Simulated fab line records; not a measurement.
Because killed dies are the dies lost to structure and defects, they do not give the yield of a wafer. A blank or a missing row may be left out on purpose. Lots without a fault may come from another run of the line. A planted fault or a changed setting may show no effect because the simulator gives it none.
fab line records + flow nand_harc
record
- lots=13
- wafers=39
- last_day=33
route steps=1302 shown A_M1@1180 A_BONDPAD@1202 END@1302
lots untouched by any fault: they come from a run of this same line in which no faults occurred
start_h: hours from the record's opening day to when the first of the lot's shown wafers began + wait_h: time in hours since the lot's previous step + " unchanged from the row above + L1.1+2: a single row standing in for several wafers + - no value, or no start given + * or withheld: withheld + < > ~ a bound
route shown NAME@n: NAME is a module with steps in the file, n the number in the route of the first one + usual: mean and standard deviation over wafers with no fault + same: alike in all rows + chamber/n: place in a boat + sites: each site's reading + _std_site: the values' standard deviation + _edge_site: inner sites' mean taken away from outer sites' mean + radius_mm: for every site, how far away it sits from the centre of the wafer + mask NAME#n: copy n + behind: tool/chamber where the wafer was last shaped + hold: reason for holding the lot/hours on hold/outcome of the hold + device: whichever transistor did not switch (one of n, p or np) + end of line: at the end of the route, the tests of the same wafers + step lacking rows: just its recipe + killed: the dies lost at the first sort to structure and to defects; this is not the yield of the wafer + map: dies across one wafer; x = killed, . = not, _ = none there
set.NAME: the setting the step ran with; set.NAME@STEP: the setting that earlier step ran with + model.NAME: the simulator's own value behind a step, which no gauge read
steps of the route over a sample of lots; a table a step, a row a wafer
services: from which hour (start_h, from the record's first day; less than 0 if before it) a tool's chamber was out of use, for how many hours, and why
## steps
# step NHARC_A_M1_OVL_MEAS_10
# recipe
- pitch_nm=240
# usual
- overlay_x_nm=-0.2/0.79
- overlay_y_nm=0.2/0.81
| lot.wafer | tool       | chamber | start_h | wait_h | overlay_x_nm | overlay_y_nm |
|-----------|------------|---------|---------|--------|--------------|--------------|
| L539.2    | overlay-02 | -       | 527.02  | -      | -1.3         | -0.6         |
| L539.4    | "          | -       | "       | "      | -1.3         | 0.1          |
| L539.5    | "          | -       | "       | "      | -1.6         | 0.0          |
| L538.3    | overlay-02 | -       | 528.12  | -      | -1.2         | -0.8         |
| L538.4    | "          | -       | "       | "      | -0.9         | -0.8         |
| L538.6    | "          | -       | "       | "      | -0.6         | 0.0          |
| L540.1    | overlay-01 | -       | 557.63  | -      | 0.7          | 2.1          |
| L540.4    | "          | -       | "       | "      | 0.6          | 2.1          |
| L540.5    | "          | -       | "       | "      | 0.4          | 1.7          |
| L542.1    | overlay-01 | -       | 561.32  | -      | 0.2          | -0.1         |
| L542.3    | "          | -       | "       | "      | 0.6          | 0.4          |
| L542.4    | "          | -       | "       | "      | 0.2          | 0.4          |
| L543.1    | overlay-01 | -       | 577.53  | -      | -0.9         | 0.5          |
| L543.5    | "          | -       | "       | "      | -0.4         | 1.3          |
| L543.6    | "          | -       | "       | "      | -0.8         | 0.8          |
| L544.2    | overlay-01 | -       | 605.63  | -      | 1.1          | -0.9         |
| L544.3    | "          | -       | "       | "      | 0.7          | -0.5         |
| L544.6    | "          | -       | "       | "      | 0.9          | -0.4         |
| L548.1    | overlay-02 | -       | 664.23  | -      | -0.1         | 0.1          |
| L548.4    | "          | -       | "       | "      | -0.8         | -0.5         |
| L548.6    | "          | -       | "       | "      | -0.5         | -0.8         |
| L551.2    | overlay-01 | -       | 665.06  | -      | 0.1          | 0.9          |
| L551.3    | "          | -       | "       | "      | 0.1          | 1.3          |
| L551.6    | "          | -       | "       | "      | 0.2          | 1.0          |
| L554.1    | overlay-01 | -       | 686.50  | -      | 0.6          | 1.0          |
| L554.3    | "          | -       | "       | "      | 0.3          | 1.0          |
| L554.5    | "          | -       | "       | "      | 0.7          | 0.5          |
| L556.1    | overlay-02 | -       | 706.86  | -      | 0.9          | -0.8         |
| L556.4    | "          | -       | "       | "      | 0.6          | -0.5         |
| L556.5    | "          | -       | "       | "      | 1.0          | -0.5         |
| L559.1    | overlay-01 | -       | 738.64  | -      | -0.5         | -0.9         |
| L559.4    | "          | -       | "       | "      | -0.2         | -1.1         |
| L559.6    | "          | -       | "       | "      | -0.7         | -1.1         |
| L560.4    | overlay-02 | -       | 749.77  | -      | -0.4         | 1.1          |
| L560.5    | "          | -       | "       | "      | 0.1          | 1.5          |
| L560.6    | "          | -       | "       | "      | -0.8         | 1.0          |
| L561.2    | overlay-02 | -       | 763.79  | -      | 1.0          | 0.1          |
| L561.4    | "          | -       | "       | "      | 0.8          | 0.6          |
| L561.6    | "          | -       | "       | "      | 1.3          | 0.4          |
# step NHARC_A_M1_ANNEAL_31
# recipe
- temp_c=225
- time_s=90
# usual
- anneal_temp_c_max=225.64/0.18
- wafer_temp_C_max=226.12/0.29
| lot.wafer | tool          | chamber | start_h | wait_h | anneal_temp_c_max | wafer_temp_C_max |
|-----------|---------------|---------|---------|--------|-------------------|------------------|
| L539.2    | rtp_anneal-01 | 0       | 528.93  | 0.3    | 225.88            | 225.92           |
| L539.4    | "             | 0       | "       | "      | 225.68            | 226.39           |
| L539.5    | "             | 0       | "       | "      | 225.54            | 226.61           |
| L538.3    | rtp_anneal-02 | 0       | 530.08  | 0.3    | 225.53            | 226.36           |
| L538.4    | "             | 0       | "       | "      | 225.51            | 225.79           |
| L538.6    | "             | 0       | "       | "      | 225.82            | 226.73           |
| L540.1    | rtp_anneal-01 | 0       | 559.54  | -      | 225.63            | 225.90           |
| L540.4    | "             | 0       | "       | "      | 225.63            | 226.28           |
| L540.5    | "             | 0       | "       | "      | 225.55            | 225.80           |
| L542.1    | rtp_anneal-01 | 0       | 563.29  | 0.3    | 225.53            | 226.14           |
| L542.3    | "             | 0       | "       | "      | 225.69            | 226.03           |
| L542.4    | "             | 0       | "       | "      | 225.40            | 226.41           |
| L543.1    | rtp_anneal-01 | 0       | 579.50  | 0.3    | 225.15            | 226.58           |
| L543.5    | "             | 0       | "       | "      | 225.61            | 225.97           |
| L543.6    | "             | 0       | "       | "      | 225.72            | 225.78           |
| L544.2    | rtp_anneal-02 | 0       | 607.68  | 0.3    | 225.56            | 226.56           |
| L544.3    | "             | 0       | "       | "      | 225.36            | 226.21           |
| L544.6    | "             | 0       | "       | "      | 225.55            | 226.50           |
| L548.1    | rtp_anneal-01 | 0       | 666.08  | -      | 225.30            | 226.50           |
| L548.4    | "             | 0       | "       | "      | 225.27            | 225.55           |
| L548.6    | "             | 0       | "       | "      | 225.72            | 225.94           |
| L551.2    | rtp_anneal-02 | 0       | 667.08  | 0.4    | 225.83            | 226.24           |
| L551.3    | "             | 0       | "       | "      | 226.05            | 226.41           |
| L551.6    | "             | 0       | "       | "      | 225.76            | 226.02           |
| L554.1    | rtp_anneal-02 | 0       | 688.37  | 0.3    | 225.58            | 226.35           |
| L554.3    | "             | 0       | "       | "      | 225.83            | 226.29           |
| L554.5    | "             | 0       | "       | "      | 225.57            | 226.70           |
| L556.1    | rtp_anneal-02 | 0       | 708.76  | -      | 225.65            | 226.10           |
| L556.4    | "             | 0       | "       | "      | 225.45            | 226.21           |
| L556.5    | "             | 0       | "       | "      | 225.70            | 226.48           |
| L559.1    | rtp_anneal-02 | 0       | 740.50  | 0.3    | 225.68            | 226.55           |
| L559.4    | "             | 0       | "       | "      | 225.66            | 226.10           |
| L559.6    | "             | 0       | "       | "      | 225.70            | 226.41           |
| L560.4    | rtp_anneal-01 | 0       | 751.77  | -      | 225.72            | 225.92           |
| L560.5    | "             | 0       | "       | "      | 225.49            | 226.23           |
| L560.6    | "             | 0       | "       | "      | 225.59            | 226.24           |
| L561.2    | rtp_anneal-02 | 0       | 765.69  | 0.4    | 225.87            | 226.05           |
| L561.4    | "             | 0       | "       | "      | 225.44            | 225.78           |
| L561.6    | "             | 0       | "       | "      | 226.02            | 226.27           |
# step NHARC_A_M1_INSPECT_27
# usual
- raw_defect_count=552/120
| lot.wafer | tool              | chamber | start_h | wait_h | raw_defect_count |
|-----------|-------------------|---------|---------|--------|------------------|
| L539.2    | defect_inspect-02 | -       | 529.70  | 0.0    | 648              |
| L539.4    | "                 | -       | "       | "      | 705              |
| L539.5    | "                 | -       | "       | "      | 661              |
| L538.3    | defect_inspect-02 | -       | 530.79  | 0.0    | 649              |
| L538.4    | "                 | -       | "       | "      | 519              |
| L538.6    | "                 | -       | "       | "      | 696              |
| L540.1    | defect_inspect-01 | -       | 560.36  | 0.0    | 751              |
| L540.4    | "                 | -       | "       | "      | 755              |
| L540.5    | "                 | -       | "       | "      | 1002             |
| L542.1    | defect_inspect-02 | -       | 564.11  | 0.0    | 650              |
| L542.3    | "                 | -       | "       | "      | 655              |
| L542.4    | "                 | -       | "       | "      | 724              |
| L543.1    | defect_inspect-01 | -       | 580.34  | 0.0    | 641              |
| L543.5    | "                 | -       | "       | "      | 527              |
| L543.6    | "                 | -       | "       | "      | 532              |
| L544.2    | defect_inspect-02 | -       | 608.44  | 0.0    | 385              |
| L544.3    | "                 | -       | "       | "      | 366              |
| L544.6    | "                 | -       | "       | "      | 496              |
| L548.1    | defect_inspect-01 | -       | 666.89  | 0.0    | 454              |
| L548.4    | "                 | -       | "       | "      | 460              |
| L548.6    | "                 | -       | "       | "      | 636              |
| L551.2    | defect_inspect-02 | -       | 668.11  | 0.0    | 434              |
| L551.3    | "                 | -       | "       | "      | 341              |
| L551.6    | "                 | -       | "       | "      | 594              |
| L554.1    | defect_inspect-01 | -       | 689.21  | 0.0    | 517              |
| L554.3    | "                 | -       | "       | "      | 563              |
| L554.5    | "                 | -       | "       | "      | 667              |
| L556.1    | defect_inspect-02 | -       | 709.60  | 0.0    | 603              |
| L556.4    | "                 | -       | "       | "      | 481              |
| L556.5    | "                 | -       | "       | "      | 577              |
| L559.1    | defect_inspect-02 | -       | 741.32  | 0.0    | 528              |
| L559.4    | "                 | -       | "       | "      | 442              |
| L559.6    | "                 | -       | "       | "      | 594              |
| L560.4    | defect_inspect-01 | -       | 752.44  | 0.0    | 526              |
| L560.5    | "                 | -       | "       | "      | 561              |
| L560.6    | "                 | -       | "       | "      | 608              |
| L561.2    | defect_inspect-01 | -       | 766.46  | 0.0    | 497              |
| L561.4    | "                 | -       | "       | "      | 494              |
| L561.6    | "                 | -       | "       | "      | 410              |
# step NHARC_A_BONDPAD_DEP_00
# recipe
- target_thk_a=2500
- temp_c=370
- target_thk_nm=250
- pressure_torr=3
- flow_sccm=200
- rf_w=450
- material=SiCN
# usual
- heater_power_w=591/77
- rf_fwd_power_W=448.8/1.3
- showerhead_vpp_V=1323/65
| lot.wafer | tool     | chamber | start_h | wait_h | heater_power_w | rf_fwd_power_W | showerhead_vpp_V |
|-----------|----------|---------|---------|--------|----------------|----------------|------------------|
| L539.2    | pecvd-04 | 2       | 530.48  | -      | 669            | 449.7          | 1437             |
| L539.4    | "        | 1       | "       | "      | 576            | 448.2          | 1306             |
| L539.5    | "        | 2       | "       | "      | 686            | 447.8          | 1423             |
| L538.3    | pecvd-04 | 0       | 531.54  | -      | 596            | 447.0          | 1328             |
| L538.6    | "        | 2       | "       | "      | 674            | 447.1          | 1407             |
| L538.4    | "        | 1       | "       | "      | 659            | 447.4          | 1322             |
| L540.1    | pecvd-02 | 0       | 561.40  | -      | 500            | 450.8          | 1367             |
| L540.4    | "        | 1       | "       | "      | 643            | 448.2          | 1231             |
| L540.5    | "        | 0       | "       | "      | 533            | 448.3          | 1362             |
| L542.3    | pecvd-02 | 0       | 564.98  | -      | 487            | 446.3          | 1387             |
| L542.1    | "        | 1       | "       | "      | 555            | 449.4          | 1245             |
| L542.4    | "        | 0       | "       | "      | 506            | 449.5          | 1363             |
| L543.1    | pecvd-04 | 0       | 581.05  | -      | 535            | 449.0          | 1336             |
| L543.5    | "        | 0       | "       | "      | 540            | 447.4          | 1331             |
| L543.6    | "        | 2       | "       | "      | 642            | 448.8          | 1444             |
| L544.2    | pecvd-03 | 0       | 609.13  | -      | 514            | 449.0          | 1307             |
| L544.3    | "        | 1       | "       | "      | 721            | 448.5          | 1293             |
| L544.6    | "        | 1       | "       | "      | 743            | 447.8          | 1301             |
| L548.1    | pecvd-04 | 1       | 667.59  | -      | 701            | 267.7          | 1005             |
| L548.6    | "        | 1       | "       | "      | 685            | 266.2          | 1004             |
| L548.4    | "        | 2       | "       | "      | 642            | 450.5          | 1405             |
| L551.3    | pecvd-04 | 2       | 668.81  | -      | 687            | 448.1          | 1429             |
| L551.2    | "        | 1       | "       | "      | 711            | 269.8          | 1015             |
| L551.6    | "        | 0       | "       | "      | 586            | 449.6          | 1337             |
| L554.1    | pecvd-02 | 0       | 690.10  | -      | 530            | 448.4          | 1385             |
| L554.3    | "        | 2       | "       | "      | 471            | 449.1          | 1216             |
| L554.5    | "        | 1       | "       | "      | 726            | 449.3          | 1209             |
| L556.1    | pecvd-03 | 1       | 710.35  | -      | 739            | 448.9          | 1313             |
| L556.4    | "        | 1       | "       | "      | 739            | 449.0          | 1316             |
| L556.5    | "        | 2       | "       | "      | 460            | 451.2          | 1343             |
| L559.1    | pecvd-03 | 2       | 742.02  | -      | 566            | 447.1          | 1356             |
| L559.4    | "        | 2       | "       | "      | 572            | 447.6          | 1348             |
| L559.6    | "        | 1       | "       | "      | 695            | 448.5          | 1323             |
| L560.6    | pecvd-02 | 0       | 753.27  | -      | 461            | 447.2          | 1366             |
| L560.5    | "        | 1       | "       | "      | 607            | 448.8          | 1215             |
| L560.4    | "        | 2       | "       | "      | 553            | 448.6          | 1199             |
| L561.2    | pecvd-04 | 2       | 767.20  | -      | 687            | 449.2          | 1432             |
| L561.4    | "        | 2       | "       | "      | 672            | 451.3          | 1427             |
| L561.6    | "        | 0       | "       | "      | 551            | 448.7          | 1329             |
# step NHARC_END_SORT_01
# recipe
- temp_c=25
# usual
- defect_limited_yield=91.0/2.8
- killed_at_array=56/18
- killed_at_other=1.4/1.5
- killed_at_periphery=4/3.1
- killed_dies=61/19
- killed_open=3.5/1.8
- killed_short=2.4/1.4
# same
- gross_dies=677
| lot.wafer | tool      | chamber | start_h | wait_h | defect_limited_yield[%] | killed_at_array | killed_at_other | killed_at_periphery | killed_dies | killed_open | killed_short |
|-----------|-----------|---------|---------|--------|-------------------------|-----------------|-----------------|---------------------|-------------|-------------|--------------|
| L544.6    | prober-02 | 0       | 647.50  | 4.0    | 90.8                    | 52              | 1               | 9                   | 62          | 4           | 1            |
# killed by level:class
L544.6 A_CHANNEL_HOLE_D2:chamber_film_flake=33 P_STI:chamber_film_flake=6 A_M1:chamber_film_flake=6 A_CONTACT:chamber_film_flake=4 P_M2:chamber_film_flake=2 A_STAIRCASE:chamber_film_flake=2 A_SLIT:chamber_film_flake=2 P_GATE:geometric_particle:short=1
## services
| tool          | chamber | start_h | hours | kind        |
|---------------|---------|---------|-------|-------------|
| pecvd-03      | -       | 547.09  | 13.0  | pm          |
| pecvd-03      | 0       | 547.09  | 13.0  | vent_cycle  |
| pecvd-03      | 1       | 547.09  | 13.0  | vent_cycle  |
| pecvd-03      | 2       | 547.09  | 13.0  | vent_cycle  |
| pecvd-03      | 0       | 560.09  | -     | clean       |
| pecvd-02      | -       | 589.09  | 13.0  | pm          |
| pecvd-02      | 0       | 589.09  | 13.0  | vent_cycle  |
| pecvd-02      | 1       | 589.09  | 13.0  | vent_cycle  |
| pecvd-02      | 2       | 589.09  | 13.0  | vent_cycle  |
| pecvd-02      | 0       | 602.09  | -     | clean       |
| pecvd-02      | 1       | 602.09  | -     | clean       |
| pecvd-02      | 2       | 602.09  | -     | clean       |
| pecvd-04      | -       | 631.14  | 13.0  | pm          |
| pecvd-04      | 0       | 631.14  | 13.0  | vent_cycle  |
| pecvd-04      | 1       | 631.14  | 13.0  | vent_cycle  |
| pecvd-04      | 2       | 631.14  | 13.0  | vent_cycle  |
| pecvd-04      | 0       | 644.14  | -     | clean       |
| pecvd-04      | 1       | 644.14  | -     | clean       |
| pecvd-04      | 2       | 644.14  | -     | clean       |
| pecvd-04      | -       | 704.21  | 0.9   | repair      |
| pecvd-04      | -       | 722.88  | 2.3   | repair      |
| pecvd-02      | 0       | 723.82  | -     | calibration |
| pecvd-03      | -       | 728.64  | 13.0  | pm          |
| rtp_anneal-02 | -       | 744.00  | 12.0  | pm          |
## key
first_sign
- step=NHARC_A_BONDPAD_DEP_00
- reading=rf_fwd_power_W
- direction=down
- sigmas=99+
- usual=*
- struck=*
effect
- step=NHARC_A_BONDPAD_DEP_00
- reading=showerhead_vpp_V
- direction=down
- sigmas=4.8
- usual=1323
- struck=1008
met_at NHARC_A_BONDPAD_DEP_00
struck_lots L548,L551
struck_wafers L548.1,L548.6,L551.2
not_acting_at NHARC_A_M1_OVL_MEAS_10,NHARC_A_M1_ANNEAL_31,NHARC_A_M1_INSPECT_27
onset_between 531.54 667.59
fault
- kind=process_parameter_drift
- tool=pecvd-04
- chamber=1
- onset_h=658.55
- steps=NHARC_A_BONDPAD_DEP_00
- channel=rf_w
- offset=*
- shape=step
- end_h=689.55
- acts_in=*
- stated=*
